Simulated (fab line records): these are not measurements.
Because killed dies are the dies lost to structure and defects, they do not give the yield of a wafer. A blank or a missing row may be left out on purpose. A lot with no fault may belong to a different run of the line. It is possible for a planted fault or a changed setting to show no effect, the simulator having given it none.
Chamber matching | flow nand-harc | NHARC_A_CHANNEL_FILL_D2_ETCHBACK_08 on rie-diel-11 has 4 sister chambers
The step etches the open film in C4F8, target depth 220 nm, time 110 s. 4 wafers are shown with their chamber, then 6 later ones without.

## WAFERS WITH THEIR CHAMBER
wafer  | chamber | rf-vpp-V (V)
L848.1 | 3       | 440.5
L849.5 | 1       | 439.2
L853.5 | 2       | 439.4
L854.6 | 0       | 439.5

## WAFERS WITH NO CHAMBER GIVEN
wafer  | rf-vpp-V (V)
L862.2 | 440.9
L862.3 | 438.5
L862.5 | 438.5
L863.3 | 439.7
L863.4 | 438.2
L863.5 | 440.5

## WHICH CHAMBER EACH ONE RAN IN
wafer  | from the rows above               | in truth
L862.2 | can't be placed: 3 or 0 or 2      | 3
L862.3 | can't be placed: 1 or 2 or 0      | 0
L862.5 | can't be placed: 1 or 2 or 0      | 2
L863.3 | can't be placed: 0 or 2 or 1 or 3 | 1
L863.4 | can't be placed: 1 or 2 or 0      | 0
L863.5 | can't be placed: 3 or 0 or 2      | 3
Placed correctly: 0 of 6. Can't be placed from these rows: 6 (the true chamber is among the candidates in 6). Wrongly placed: 0.
How it was worked out, from the rows above alone: a wafer's distance from a chamber is the root of the sum, over the readings, of the square of ((its reading less the chamber's mean) divided by the reading's scatter). If the next closest chamber is less than 2 further off than the closest, the wafer can't be placed; otherwise it belongs to the closest. The mean given for a chamber averages the wafers shown for that chamber. The scatter (one wafer shown for each chamber): square how far every hidden wafer sits from the nearest shown wafer, average those squares and take the square root.
